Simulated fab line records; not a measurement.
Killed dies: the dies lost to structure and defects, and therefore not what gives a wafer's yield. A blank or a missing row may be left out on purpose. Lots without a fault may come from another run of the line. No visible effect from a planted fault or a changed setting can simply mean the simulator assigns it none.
fab line records | flow nandHarc
[record] lots = 5 wafers = 15 lastDay = 33
route steps=1302 shown P_BONDPAD@360
lots with no fault: from the same line, run without faults
startH: hours from the record's first day to the start of the lot's first wafer shown | waitH: how many hours have passed since the lot's step before this one | " unchanged from the row above | L1.1+2: a row that stands for several wafers | - either no value or no given start | * or withheld: withheld | < > ~ a bound
route shown NAME@n: NAME is a module with steps in the file, n the number in the route of the first one | usual: average and standard deviation across the fault-free wafers | same: alike in all rows | chamber/n: place in a boat | sites: per-site readings | _std_site: their standard deviation | _edge_site: mean of outer sites minus mean of inner sites | radiusMm: for every site, how far away it sits from the centre of the wafer | mask NAME#n: copy n | behind: the last tool/chamber to shape the wafer | hold: cause of the lot's hold/its duration in hours/its outcome | device: which transistor (n, p or np) failed to switch | end of line: at the end of the route, the tests of the same wafers | where a step has no rows: the recipe by itself | killed: at the first sort, the dies lost to defects and structure; wafer yield is something else | map: a wafer's dies, marking killed ones x, the rest . and places with no die _
set.NAME: the setting the step ran with; set.NAME@STEP: the setting that earlier step ran with | model.NAME: the simulator's own value behind a step, which no gauge read
lots at selected steps of the route; one table per step, one row per wafer
services: from which hour (startH, from the record's first day; less than 0 if before it) a tool's chamber was out of use, for how many hours, and why
[[steps]]
[step NHARC_P_BONDPAD_EBR_05]
[step NHARC_P_BONDPAD_EXPOSE_06]
[recipe] na = 0.55 doseMj = 37.06 maskId = P_BPAD
[step NHARC_P_BONDPAD_PEB_07]
[recipe] pebTempC = 128 pebTimeS = 80
[step NHARC_P_BONDPAD_DEVELOP_08]
[recipe] timeS = 50 devTempC = 22
[step NHARC_P_BONDPAD_CD_MEAS_09]
[recipe] targetCdNm = 500 landingEnergyEv = 500
[usual] cdNm = 501.3/1.3
// columns lot.wafer tool chamber startH waitH cdNm
L280.3 cdSem-01 0 187.20 - 499.9
L280.4 " 0 " " 500.0
L280.5 " 0 " " 502.3
L286.2 cdSem-02 0 249.75 - 500.3
L286.4 " 0 " " 499.6
L286.6 " 0 " " 502.8
L287.1 cdSem-02 0 256.13 - 498.8
L287.2 " 0 " " 498.6
L287.4 " 0 " " 499.3
L296.1 cdSem-02 0 347.27 - 501.0
L296.5 " 0 " " 500.7
L296.6 " 0 " " 501.5
L298.2 cdSem-02 0 365.60 - 501.7
L298.3 " 0 " " 499.6
L298.4 " 0 " " 500.2
[step NHARC_P_BONDPAD_OVL_MEAS_38]
[usual] overlayXNm = 1/6.6 overlayYNm = -1/6.5
// columns lot.wafer tool chamber startH waitH overlayXNm overlayYNm
L280.3 overlay-02 - 187.28 - -2 -7
L280.4 " - " " -2 -8
L280.5 " - " " -2 -7
L286.2 overlay-01 - 249.83 - 1 -14
L286.4 " - " " 2 -14
L286.6 " - " " 1 -15
L287.1 overlay-02 - 256.22 - -2 11
L287.2 " - " " -2 11
L287.4 " - " " -2 11
L296.1 overlay-01 - 347.36 - 1 -6
L296.5 " - " " 1 -7
L296.6 " - " " 1 -7
L298.2 overlay-01 - 365.69 - -2 5
L298.3 " - " " -3 6
L298.4 " - " " -2 6
[step NHARC_P_BONDPAD_HARDBAKE_10]
[recipe] tempC = 118 timeS = 65
[step NHARC_P_BONDPAD_DESCUM_11]
[recipe] timeS = 3 o2FlowSccm = 200 arFlowSccm = 0 biasPowerW = 0 chemistry = O2
[usual] drypumpMotorCurrentA = 5.9/0.61 oesProductAu = 1.001/0.0078 rfVppV = 57.8/0.91 showerheadPlenumPTorr = 1.91/0.1 throttleValvePct = 11.312/0.009
[same] biasPowerW = 0
// columns lot.wafer tool chamber startH waitH drypumpMotorCurrentA oesProductAu rfHoursCounterH rfVppV showerheadPlenumPTorr throttleValvePct
L280.4 rieDiel-03 0 187.41 - 5.0 0.997 2.5 57.6 1.95 11.311
L280.3 " 2 " " 5.3 1.010 3.1 58.2 1.99 11.324
L280.5 " 3 " " 6.2 0.992 - 58.7 1.95 11.301
L286.2 rieDiel-01 1 249.96 - 6.6 1.008 0.7 60.2 1.99 11.296
L286.4 " 2 " " 6.1 1.010 0.6 59.0 2.07 11.307
L286.6 " 2 " " 6.1 1.005 - 57.6 2.07 11.310
L287.2 rieDiel-08 1 256.35 - 5.7 1.004 3.5 56.9 1.78 11.314
L287.1 " 2 " " 6.0 0.999 3.7 56.2 1.78 11.310
L287.4 " 3 " " 6.7 0.997 4.0 55.8 1.79 11.332
L296.1 rieDiel-08 3 347.51 - 6.7 1.002 8.9 57.5 1.79 11.313
L296.6 " 0 " " 5.7 1.003 - 57.7 1.98 11.326
L296.5 " 1 " " 5.7 1.000 - 57.3 1.78 11.315
L298.2 rieDiel-08 0 365.81 - 5.6 0.995 10.0 58.8 1.98 11.307
L298.3 " 1 " " 5.7 1.006 9.2 57.5 1.78 11.321
L298.4 " 2 " " 6.0 0.989 9.0 57.0 1.78 11.320
[step NHARC_P_BONDPAD_ETCH_37]
[recipe] targetDepthA = 600 overetchA = 180 timeS = 65.91 ionEnergyEv = 200 n2FlowSccm = 150 h2FlowSccm = 150 arFlowSccm = 0 rfW = 400 biasW = 150 chemistry = N2/H2
[usual] drypumpMotorCurrentA = 5.9/0.59 n2FlowSccm = 150.0/0.48 oesProductAu = 1.001/0.008 rfVppV = 430/3.3 runLengthS = 87.4/0.37 showerheadPlenumPTorr = 2.03/0.11 throttleValvePct = 14.172/0.01
// columns lot.wafer tool chamber startH waitH drypumpMotorCurrentA n2FlowSccm oesProductAu rfHoursCounterH rfVppV runLengthS showerheadPlenumPTorr throttleValvePct
L280.4 rieDiel-03 1 187.49 0.1 5.8 149.7 0.979 2.9 426 87.0 1.89 14.187
L280.3 " 2 " " 5.3 150.1 0.995 3.1 432 87.7 2.13 14.170
L280.5 " 2 " " 5.3 150.5 0.990 - 432 87.5 2.13 14.176
L286.2 rieDiel-01 0 250.04 0.1 5.8 149.5 0.994 0.6 430 87.0 2.00 14.168
L286.4 " 3 " " 4.7 150.2 1.009 0.6 433 87.0 2.11 14.195
L286.6 " 1 " " 6.6 150.0 1.003 - 432 86.9 2.12 14.162
L287.1 rieDiel-08 2 256.42 0.1 6.0 150.5 0.994 3.7 425 87.7 1.89 14.165
L287.2 " 3 " " 6.7 150.5 0.992 4.0 427 87.4 1.90 14.179
L287.4 " 1 " " 5.8 150.6 1.005 3.5 425 87.3 1.90 14.168
L296.1 rieDiel-08 0 347.57 0.1 5.7 149.9 0.997 8.8 432 87.5 2.11 14.160
L296.6 " 0 " " 5.7 149.7 0.990 - 433 87.5 2.11 14.177
L296.5 " 1 " " 5.8 149.8 1.003 - 427 87.5 1.89 14.183
L298.3 rieDiel-08 1 365.90 0.1 5.8 149.1 1.009 9.2 426 87.1 1.89 14.169
L298.2 " 3 " " 6.7 149.5 1.001 10.2 427 87.5 1.90 14.187
L298.4 " 0 " " 5.6 150.5 0.987 10.0 433 88.0 2.11 14.170
[step NHARC_P_BONDPAD_ETCH_12]
[recipe] targetDepthA = 2000 timeS = 100 chf3FlowSccm = 50 o2FlowSccm = 10 arFlowSccm = 200 rfW = 500 biasW = 200 chemistry = CHF3/O2
[usual] drypumpMotorCurrentA = 5.9/0.6 oesProductAu = 0.943/0.023 rfVppV = 370.7/2.8 runLengthS = 121.5/0.38 showerheadPlenumPTorr = 2.40/0.12 throttleValvePct = 20.572/0.0088
// columns lot.wafer tool chamber startH waitH drypumpMotorCurrentA oesProductAu rfHoursCounterH rfVppV runLengthS showerheadPlenumPTorr throttleValvePct
L280.3 rieDiel-03 1 - - 5.8 0.901 2.9 368.1 121.1 2.24 20.579
L280.4 " 0 " " 5.0 0.918 2.5 371.0 121.7 2.44 20.583
L280.5 " 1 " " 5.8 0.912 - 367.4 121.4 2.24 20.585
L286.2 rieDiel-01 0 - - 5.8 0.915 0.6 369.6 120.8 2.36 20.566
L286.4 " 1 " " 6.6 0.927 0.7 371.7 121.6 2.49 20.576
L286.6 " 2 " " 6.0 0.923 - 375.4 122.3 2.59 20.573
L287.4 rieDiel-08 3 - - 6.6 0.929 4.1 366.8 121.5 2.25 20.579
L287.2 " 0 " " 5.7 0.922 3.8 372.2 121.4 2.48 20.575
L287.1 " 1 " " 5.8 0.932 3.5 366.3 121.3 2.24 20.573
L296.1 rieDiel-08 1 - - 5.8 0.927 8.2 367.7 121.2 2.24 20.596
L296.6 " 1 " " 5.8 0.933 - 366.4 121.3 2.24 20.576
L296.5 " 2 " " 6.0 0.924 - 365.7 121.8 2.24 20.570
L298.4 rieDiel-08 3 - - 6.6 0.971 10.2 367.9 121.2 2.25 20.543
L298.2 " 0 " " 5.6 0.958 10.0 372.0 121.5 2.48 20.577
L298.3 " 1 " " 5.8 0.962 9.3 368.6 121.4 2.24 20.581
[step NHARC_P_BONDPAD_CD_MEAS_13]
[usual] cdNm = 500.9/1.3
// columns lot.wafer tool chamber startH waitH cdNm
L280.3 cdSem-03 - 187.72 - 499.3
L280.4 " - " " 498.4
L280.5 " - " " 502.8
L286.2 cdSem-02 - 250.27 - 499.2
L286.4 " - " " 499.7
L286.6 " - " " 502.6
L287.1 cdSem-02 - 256.65 - 498.4
L287.2 " - " " 498.0
L287.4 " - " " 498.9
L296.1 cdSem-03 - 347.80 - 500.8
L296.5 " - " " 500.3
L296.6 " - " " 500.8
L298.2 cdSem-01 - 366.13 - 500.8
L298.3 " - " " 500.5
L298.4 " - " " 501.1
[step NHARC_P_BONDPAD_STRIP_15]
[recipe] o2FlowSccm = 500 arFlowSccm = 0 biasW = 0 chemistry = O2
[usual] drypumpMotorCurrentA = 5.8/0.59 oesProductAu = 1.002/0.0077 rfVppV = 57.8/0.88 showerheadPlenumPTorr = 3.54/0.17 throttleValvePct = 17.035/0.01
// columns lot.wafer tool chamber startH waitH drypumpMotorCurrentA oesProductAu rfHoursCounterH rfVppV showerheadPlenumPTorr throttleValvePct
L280.4 rieDiel-08 2 187.79 0.1 6.0 0.995 9.2 58.1 3.30 17.037
L280.3 " 3 " " 6.7 1.002 9.7 57.6 3.32 17.043
L280.5 " 3 " " 6.7 1.004 - 58.4 3.32 17.036
L286.2 rieDiel-03 1 250.34 0.1 5.8 0.988 7.1 56.3 3.30 17.041
L286.4 " 0 " " 5.0 1.003 5.3 57.0 3.58 17.035
L286.6 " 1 " " 5.8 1.005 - 56.2 3.30 17.048
L287.4 rieDiel-01 0 256.73 0.1 5.8 1.001 0.7 59.8 3.47 17.031
L287.2 " 2 " " 6.1 1.010 0.8 57.9 3.79 17.024
L287.1 " 3 " " 4.7 1.008 0.7 59.5 3.64 17.029
L296.1 rieDiel-01 3 347.89 0.1 4.7 1.007 2.8 58.6 3.64 17.059
L296.6 " 2 " " 6.1 1.007 - 57.4 3.79 17.029
L296.5 " 3 " " 4.7 1.010 - 58.0 3.64 17.033
L298.2 rieDiel-03 1 366.20 0.1 5.8 1.002 4.7 56.5 3.29 17.049
L298.3 " 3 " " 6.3 0.993 3.7 57.7 3.59 17.034
L298.4 " 0 " " 5.0 1.009 2.7 57.5 3.58 17.021
[step NHARC_P_BONDPAD_ETCH_24]
[recipe] targetDepthA = 300 overEtchFrac = 0.3 timeS = 72.99 ionEnergyEv = 150 cf4FlowSccm = 50 n2FlowSccm = 100 arFlowSccm = 150 rfW = 300 biasW = 100 chemistry = CF4/N2
[usual] drypumpMotorCurrentA = 5.8/0.6 n2FlowSccm = 100.03/0.27 oesProductAu = 1.001/0.0067 rfVppV = 314.3/2.2 runLengthS = 94.5/0.41 showerheadPlenumPTorr = 2.63/0.12 throttleValvePct = 19.795/0.0096
// columns lot.wafer tool chamber startH waitH drypumpMotorCurrentA n2FlowSccm oesProductAu rfHoursCounterH rfVppV runLengthS showerheadPlenumPTorr throttleValvePct
L280.4 rieDiel-08 0 187.95 - 5.7 100.11 0.997 9.0 316.4 94.5 2.72 19.793
L280.3 " 1 " " 5.8 100.28 1.005 6.7 310.5 94.5 2.45 19.806
L280.5 " 0 " " 5.6 99.76 1.001 - 316.2 94.4 2.72 19.802
L286.2 rieDiel-03 0 250.51 - 5.0 100.03 1.006 5.3 314.7 95.3 2.67 19.790
L286.4 " 1 " " 5.8 99.77 0.998 7.1 310.3 94.1 2.45 19.794
L286.6 " 3 " " 6.3 100.31 0.998 - 314.7 94.9 2.67 19.806
L287.4 rieDiel-01 3 256.88 - 4.7 100.18 1.000 0.7 317.1 94.4 2.71 19.784
L287.2 " 0 " " 5.8 100.10 1.004 0.7 314.2 93.8 2.58 19.783
L287.1 " 1 " " 6.6 99.98 1.005 0.8 315.4 93.9 2.72 19.796
L296.1 rieDiel-01 2 348.04 - 6.0 100.01 0.992 3.0 318.4 95.1 2.83 19.792
L296.5 " 0 " " 5.8 99.87 1.015 - 313.2 68.2 2.58 19.801
L296.6 " 1 " " 6.6 99.90 1.010 - 315.3 93.9 2.72 19.788
L298.3 rieDiel-03 0 366.36 - 5.0 100.15 1.014 2.7 315.1 94.7 2.67 19.802
L298.2 " 1 " " 5.8 100.16 1.000 4.8 312.2 94.0 2.45 19.783
L298.4 " 2 " " 5.3 100.22 0.999 4.3 313.6 95.2 2.72 19.790
[step NHARC_P_BONDPAD_STRIP_16]
[recipe] timeS = 600 tempC = 30 chemistry = postEtchResidueRemover
[[services]]
// columns tool chamber startH hours kind
rieDiel-08 0 169.80 - clean
rieDiel-08 1 169.80 - clean
rieDiel-08 2 169.80 - clean
rieDiel-08 3 169.80 - clean
rieDiel-08 - 190.80 9.0 pm
rieDiel-08 0 190.80 9.0 ventCycle
rieDiel-08 1 190.80 9.0 ventCycle
rieDiel-08 2 190.80 9.0 ventCycle
rieDiel-08 3 190.80 9.0 ventCycle
rieDiel-08 0 199.80 - clean
rieDiel-08 1 199.80 - clean
rieDiel-08 2 199.80 - clean
rieDiel-08 3 199.80 - clean
rieDiel-01 - 203.87 9.0 pm
rieDiel-08 - 206.47 0.2 repair
rieDiel-03 3 224.14 8.0 repair
rieDiel-08 0 224.30 - clean
rieDiel-08 1 224.30 - clean
rieDiel-01 - 245.10 0.3 repair
rieDiel-03 1 252.92 2.5 repair
rieDiel-03 - 281.30 9.0 pm
rieDiel-08 2 290.72 15.0 repair
rieDiel-03 0 297.68 25.2 repair
rieDiel-01 0 336.82 9.0 repair
[[key]]
[firstSign] step = NHARC_P_BONDPAD_ETCH_24 reading = runLengthS direction = down sigmas = 64 usual = * struck = *
effect none on later readings
metAt NHARC_P_BONDPAD_ETCH_24
struckWafers L296.5
laterRowsLeftOut L296.5
sortLeftOut L296.5
onsetBetween 256.88 348.04
[fault] kind = processParameterDrift tool = rieDiel-01 chamber = 0 onsetH = 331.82 steps = NHARC_P_BONDPAD_ETCH_24 channel = timeS offset = * shape = step endH = 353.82 actsIn = * stated = *
// sortLeftOut: the simulated sort isn't trusted on such a fault, so these wafers' sort isn't shown, and their yield isn't known
// laterRowsLeftOut: the simulator's readings of these wafers behind a module that went badly wrong aren't trusted and aren't shown, but for the sort
